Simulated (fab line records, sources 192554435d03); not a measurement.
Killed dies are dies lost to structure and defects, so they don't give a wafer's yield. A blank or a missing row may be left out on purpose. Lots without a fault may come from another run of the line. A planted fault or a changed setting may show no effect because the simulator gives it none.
Chamber matching | flow n5_finfet | N5_SDB_CUT_ETCH_26 on rie_si-06: 4 sister chambers
The step etches Si in HBr/Cl2/O2, target depth 129.6 nm, bt time 20 s, time 51.8 s. 8 wafers are shown with their chamber, then 8 later ones without.

WAFERS WITH THEIR CHAMBER
wafer  | chamber | drypump_motor_current_A (A) | throttle_valve_pct (%)
L591.4 | 0       | 5.7                         | 37.50
L593.3 | 0       | 5.6                         | 37.51
L595.3 | 3       | 5.4                         | 37.53
L595.5 | 1       | 5.2                         | 37.14
L596.1 | 2       | 6.7                         | 37.44
L596.4 | 1       | 5.2                         | 37.15
L596.6 | 2       | 6.7                         | 37.43
L605.1 | 3       | 5.4                         | 37.52

WAFERS WITHOUT THEIR CHAMBER
wafer  | drypump_motor_current_A (A) | throttle_valve_pct (%)
L605.2 | 6.7                         | 37.42
L605.3 | 5.2                         | 37.14
L608.3 | 5.4                         | 37.52
L608.4 | 5.2                         | 37.14
L608.6 | 5.7                         | 37.49
L612.1 | 5.7                         | 37.50
L612.4 | 6.7                         | 37.42
L612.6 | 5.4                         | 37.52

WHICH CHAMBER EACH WENT THROUGH
wafer  | from the rows above | in truth
L605.2 | 2                   | 2
L605.3 | 1                   | 1
L608.3 | 3                   | 3
L608.4 | 1                   | 1
L608.6 | 0                   | 0
L612.1 | 0                   | 0
L612.4 | 2                   | 2
L612.6 | 3                   | 3
Placed correctly: 8 of 8. Can't be placed from these rows: 0. Placed wrongly: 0.
How it was worked out, from the rows above alone: a wafer's distance from a chamber is the root of the sum, over the readings, of the square of ((its reading less the chamber's mean) divided by the reading's scatter). The wafer belongs to the nearest chamber; if the next one is less than 2 further off, it can't be placed. A chamber's mean is the mean of its shown wafers. The scatter: the root of (the sum of the squares of (reading less its chamber's mean) over the shown wafers, divided by (wafers less chambers)).
